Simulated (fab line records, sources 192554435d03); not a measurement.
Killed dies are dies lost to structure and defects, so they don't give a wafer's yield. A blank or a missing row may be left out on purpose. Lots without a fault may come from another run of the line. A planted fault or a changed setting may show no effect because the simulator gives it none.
Which tool did it? | flow n5_finfet | 9 lots, 27 wafers sampled, at 5 steps of a route of 1938

WHAT THE GAUGES READ, wafer by wafer
N5_BEOL_M4_RC_MEAS_101. Usual: DIBL_N 36.2 mV/V, standard deviation 1.7; DIBL_P 36.2 mV/V, standard deviation 2.2; IOFF_N 0.16 nA/um, standard deviation 0.035; IOFF_P 0.21 nA/um, standard deviation 0.042; ION_N 673 uA/um, standard deviation 13; ION_P 462 uA/um, standard deviation 7.9; SS_N 71.4 mV/dec, standard deviation 0.59; SS_P 73.2 mV/dec, standard deviation 0.7; VT_N 250 mV, standard deviation 3.6; VT_P -251 mV, standard deviation 3.5.
lot  | measured     | on        | DIBL_N (mV/V)  | DIBL_P (mV/V)  | IOFF_N (nA/um) | IOFF_P (nA/um) | ION_N (uA/um) | ION_P (uA/um) | SS_N (mV/dec)  | SS_P (mV/dec)  | VT_N (mV)   | VT_P (mV)      | flag
L448 | day 7 23:13  | prober-01 | 36.3 38.7 36.4 | 36.1 40.1 38.5 | 0.14 0.21 0.17 | 0.19 0.25 0.22 | 653 688 674   | 446 461 465   | 70.9 72.5 71.4 | 73.0 74.0 73.9 | 250 243 248 | -252 -247 -251 |
L449 | day 8 05:29  | prober-01 | 33.7 35.4 35.9 | 35.2 37.1 37.6 | 0.14 0.16 0.18 | 0.21 0.23 0.23 | 667 674 682   | 469 473 473   | 70.5 71.1 71.9 | 72.9 73.2 74.0 | 252 250 248 | -250 -248 -250 |
L453 | day 9 04:19  | prober-01 | 35.6 34.7 38.1 | 38.0 36.0 39.9 | 0.17 0.14 0.20 | 0.21 0.18 0.23 | 681 662 681   | 456 454 458   | 71.0 71.7 71.8 | 72.9 73.0 74.0 | 252 250 249 | -250 -253 -251 |
L457 | day 10 21:37 | prober-01 | 36.3 38.6 37.6 | 36.0 38.3 36.5 | 0.15 0.20 0.17 | 0.20 0.24 0.21 | 673 670 671   | 459 456 462   | 71.0 71.4 72.3 | 73.7 74.2 73.1 | 253 248 248 | -253 -251 -250 |
L458 | day 11 00:17 | prober-01 | 33.6 35.7 33.9 | 32.4 35.6 32.6 | 0.11 0.14 0.11 | 0.16 0.21 0.17 | 655 661 666   | 450 459 455   | 70.5 70.5 70.8 | 71.7 73.2 73.0 | 251 249 255 | -253 -251 -253 |
L459 | day 11 04:16 | prober-02 | 35.3 37.7 37.8 | 34.2 37.2 38.8 | 0.12 0.16 0.16 | 0.16 0.19 0.22 | 662 686 677   | 457 458 464   | 70.2 71.1 72.0 | 72.5 73.5 73.0 | 255 249 250 | -255 -253 -252 |
L460 | day 11 07:58 | prober-02 | 36.2 35.7 37.3 | 34.2 34.5 35.9 | 0.14 0.13 0.15 | 0.17 0.17 0.19 | 679 680 674   | 460 461 461   | 72.2 70.5 71.6 | 73.1 73.2 72.7 | 252 254 253 | -255 -256 -251 |
L466 | day 12 23:57 | prober-01 | 35.2 37.4 36.4 | 34.0 36.2 34.2 | 0.13 0.18 0.15 | 0.18 0.22 0.19 | 668 685 661   | 460 467 455   | 71.4 71.3 70.8 | 72.7 72.8 73.1 | 250 245 249 | -253 -251 -252 |
L467 | day 12 20:08 | prober-02 | 36.3 35.5 34.4 | 37.8 35.8 34.4 | 0.16 0.14 0.12 | 0.21 0.19 0.16 | 675 671 667   | 458 461 454   | 70.9 70.7 71.0 | 73.4 73.3 73.1 | 251 252 253 | -251 -251 -254 |

WHICH TOOL RAN EACH LOT (tool, then ch and the chambers of the sampled wafers, then the start)
lot  | N5_FIN_SAQP_ETCH_52               | N5_FIN_SAQP_RECESS_63             | N5_FIN_SAQP_COAT_68              | N5_FIN_SAQP_SPACER2_ETCHBACK_29
L448 | rie_diel-04 ch 0,1,3, day 2 04:52 | vapor_etch-01 ch 0,1, day 2 07:11 | litho_track-02 ch 0, day 2 07:35 | rie_diel-04 ch 1,2, day 2 09:13
L449 | rie_diel-04 ch 0,1,3, day 2 09:52 | vapor_etch-01 ch 0,1, day 2 12:10 | litho_track-02 ch 0, day 2 12:33 | rie_diel-03 ch 0,1,2, day 2 13:14
L453 | rie_diel-01 ch 0,1,2, day 3 09:29 | vapor_etch-02 ch 0,1, day 3 11:40 | litho_track-05 ch 0, day 3 12:03 | rie_diel-04 ch 0,1,3, day 3 13:37
L457 | rie_diel-04 ch 0,2,3, day 4 09:46 | vapor_etch-01 ch 0, day 4 12:47   | litho_track-02 ch 0, day 4 13:10 | rie_diel-03 ch 0,2, day 4 14:04
L458 | rie_diel-04 ch 0,1,2, day 4 15:20 | vapor_etch-01 ch 0,1, day 4 19:14 | litho_track-02 ch 0, day 4 19:37 | rie_diel-03 ch 2,3, day 4 22:15
L459 | rie_diel-01 ch 0,1,3, day 5 00:53 | vapor_etch-01 ch 0,1, day 5 05:14 | litho_track-02 ch 0, day 5 05:44 | rie_diel-03 ch 0,2,3, day 5 06:26
L460 | rie_diel-03 ch 1,2,3, day 5 06:07 | vapor_etch-02 ch 0,1, day 5 08:22 | litho_track-01 ch 0, day 5 08:45 | rie_diel-03 ch 1,3, day 5 10:17
L466 | rie_diel-03 ch 0,1,2, day 6 15:41 | vapor_etch-01 ch 0,1, day 6 17:53 | litho_track-05 ch 0, day 6 18:16 | rie_diel-01 ch 0,2, day 6 19:04
L467 | rie_diel-03 ch 1,2,3, day 6 22:14 | vapor_etch-01 ch 0,1, day 7 00:57 | litho_track-01 ch 0, day 7 01:20 | rie_diel-01 ch 0,2,3, day 7 02:04
- N5_FIN_SAQP_ETCH_52: etches SOC in N2/H2, target depth 100 nm, overetch 20 nm, time 150 s.
- N5_FIN_SAQP_RECESS_63: chemistry HF/NH3, target SiO2, target depth 18 nm, afs cycles 3, sublimation time 60 s.
- N5_FIN_SAQP_COAT_68: time 60 s, resist thk 100 nm.
- N5_FIN_SAQP_SPACER2_ETCHBACK_29: etches SiO2 in CHF3/O2, target depth 12.2 nm, time 6.1 s.

WHAT THE TOOLS THEMSELVES READ (means of the sampled wafers that have a number; where no wafer has one, the mark that the record gives instead)
N5_FIN_SAQP_ETCH_52. Usual: drypump_motor_current_A 5.6 A, standard deviation 0.44; oes_product_au 0.70 a.u., standard deviation 0.055; rf_vpp_V 525.0 V, standard deviation 2; showerhead_plenum_p_Torr 2.58 Torr, standard deviation 0.068; throttle_valve_pct 17.70 %, standard deviation 0.2.
lot  | tool        | drypump_motor_current_A (A) | oes_product_au (a.u.) | rf_vpp_V (V) | showerhead_plenum_p_Torr (Torr) | throttle_valve_pct (%) | flag
L448 | rie_diel-04 | 6.0                         | 0.67                  | 525.9        | 2.60                            | 17.95                  |
L449 | rie_diel-04 | 6.0                         | 0.67                  | 525.0        | 2.60                            | 17.95                  |
L453 | rie_diel-01 | 5.2                         | 0.68                  | 523.7        | 2.55                            | 17.79                  |
L457 | rie_diel-04 | 6.0                         | 0.67                  | 524.2        | 2.56                            | 17.75                  |
L458 | rie_diel-04 | 6.1                         | 0.71                  | 523.9        | 2.56                            | 17.80                  |
L459 | rie_diel-01 | 5.7                         | 0.71                  | 526.3        | 2.63                            | 17.64                  |
L460 | rie_diel-03 | 5.5                         | 0.68                  | 525.6        | 2.57                            | 17.66                  |
L466 | rie_diel-03 | 5.3                         | 0.71                  | 525.0        | 2.59                            | 17.54                  |
L467 | rie_diel-03 | 5.5                         | 0.67                  | 524.4        | 2.57                            | 17.68                  |

N5_FIN_SAQP_RECESS_63. Usual: drypump_motor_current_A 5.5 A, standard deviation 0.41.
lot  | tool          | drypump_motor_current_A (A) | flag
L448 | vapor_etch-01 | 5.6                         |
L449 | vapor_etch-01 | 5.4                         |
L453 | vapor_etch-02 | 5.5                         |
L457 | vapor_etch-01 | 5.1                         |
L458 | vapor_etch-01 | 5.6                         |
L459 | vapor_etch-01 | 5.4                         |
L460 | vapor_etch-02 | 5.5                         |
L466 | vapor_etch-01 | 5.4                         |
L467 | vapor_etch-01 | 5.6                         |

N5_FIN_SAQP_COAT_68. Usual: heater_power_total_W 500.7 W, standard deviation 1.8; plate_temp_C 249.98 C, standard deviation 0.17; resist_line_temp_C 22.97 C, standard deviation 0.1; spin_speed_rpm 1499.9 rpm, standard deviation 1.2.
lot  | tool           | heater_power_total_W (W) | plate_temp_C (C) | resist_line_temp_C (C) | spin_speed_rpm (rpm) | flag
L448 | litho_track-02 | 501.0                    | 250.08           | 23.09                  | 1500.4               |
L449 | litho_track-02 | 502.0                    | 250.03           | 22.91                  | 1499.7               |
L453 | litho_track-05 | 501.3                    | 249.77           | 22.94                  | 1501.9               |
L457 | litho_track-02 | 474.1                    | 239.52           | 23.08                  | 1499.7               | OFF
L458 | litho_track-02 | 474.4                    | 239.56           | 22.97                  | 1500.8               | OFF
L459 | litho_track-02 | 475.3                    | 239.39           | 22.94                  | 1499.5               | OFF
L460 | litho_track-01 | 499.4                    | 250.16           | 22.86                  | 1499.6               |
L466 | litho_track-05 | 500.0                    | 249.96           | 22.93                  | 1497.7               |
L467 | litho_track-01 | 500.8                    | 249.90           | 22.89                  | 1499.2               |

N5_FIN_SAQP_SPACER2_ETCHBACK_29. Usual: drypump_motor_current_A 5.6 A, standard deviation 0.43; oes_f_703_au 0.78 a.u., standard deviation 0.059; oes_product_au 0.78 a.u., standard deviation 0.064; rf_vpp_V 522 V, standard deviation 9.7; showerhead_plenum_p_Torr 2.45 Torr, standard deviation 0.066; throttle_valve_pct 18.80 %, standard deviation 0.18.
lot  | tool        | drypump_motor_current_A (A) | oes_f_703_au (a.u.) | oes_product_au (a.u.) | rf_vpp_V (V) | showerhead_plenum_p_Torr (Torr) | throttle_valve_pct (%) | flag
L448 | rie_diel-04 | 6.0                         | 0.72                | 0.72                  | 534          | 2.43                            | 18.95                  |
L449 | rie_diel-03 | 5.3                         | 0.82                | 0.83                  | 523          | 2.46                            | 18.58                  |
L453 | rie_diel-04 | 6.0                         | 0.83                | 0.82                  | 526          | 2.46                            | 18.97                  |
L457 | rie_diel-03 | 5.3                         | 0.82                | 0.82                  | 518          | 2.50                            | 18.62                  |
L458 | rie_diel-03 | 5.4                         | 0.77                | 0.76                  | 516          | 2.43                            | 18.75                  |
L459 | rie_diel-03 | 5.5                         | 0.78                | 0.77                  | 514          | 2.47                            | 18.72                  |
L460 | rie_diel-03 | 5.7                         | 0.73                | 0.72                  | 514          | 2.46                            | 18.78                  |
L466 | rie_diel-01 | 5.1                         | 0.73                | 0.75                  | 526          | 2.34                            | 18.91                  |
L467 | rie_diel-01 | 5.6                         | 0.78                | 0.79                  | 519          | 2.43                            | 18.84                  |

THE ANSWER, worked out from the rows above alone
Rule: a lot is off if the mean of its wafers that have a number lies more than 3 standard deviations from the usual mean. A lot without any number at a reading at which 4 lots or more have one is off too. The other lots that the step has rows for count as sound. The gauges are gone through in route order, then the tools' own readings, and for those a lot's mean is taken as printed above. The first step at which some lot is off is used, and at that step the reading that is off furthest; a lot without a number counts as furthest.
Off: L457, L458, L459, at N5_FIN_SAQP_COAT_68 (plate_temp_C).
A tool fits if, at that step or a process step before it, it ran every lot that is off, and no sound lot after the first of them. One fits: litho_track-02 at N5_FIN_SAQP_COAT_68. Its last sound lot is L449 (day 2 12:33), its first lot that is off L457 (day 4 13:10): a fault that began between those two fits.
The tool's own readings at N5_FIN_SAQP_COAT_68 bear it out: on the lots that are off they differ by more than 5 times the standard deviation of the sound lots' means. heater_power_total_W reads 474.6 W there against 500.8 W on the sound lots; plate_temp_C reads 239.49 C there against 249.98 C on the sound lots.

WHAT THE SIMULATOR HAD PUT IN
Process parameter drift: litho_track-02, from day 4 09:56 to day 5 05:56, at N5_FIN_SAQP_COAT_68. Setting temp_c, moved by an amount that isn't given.
Lots struck among those shown: L457, L458, L459. The rule above found the same.
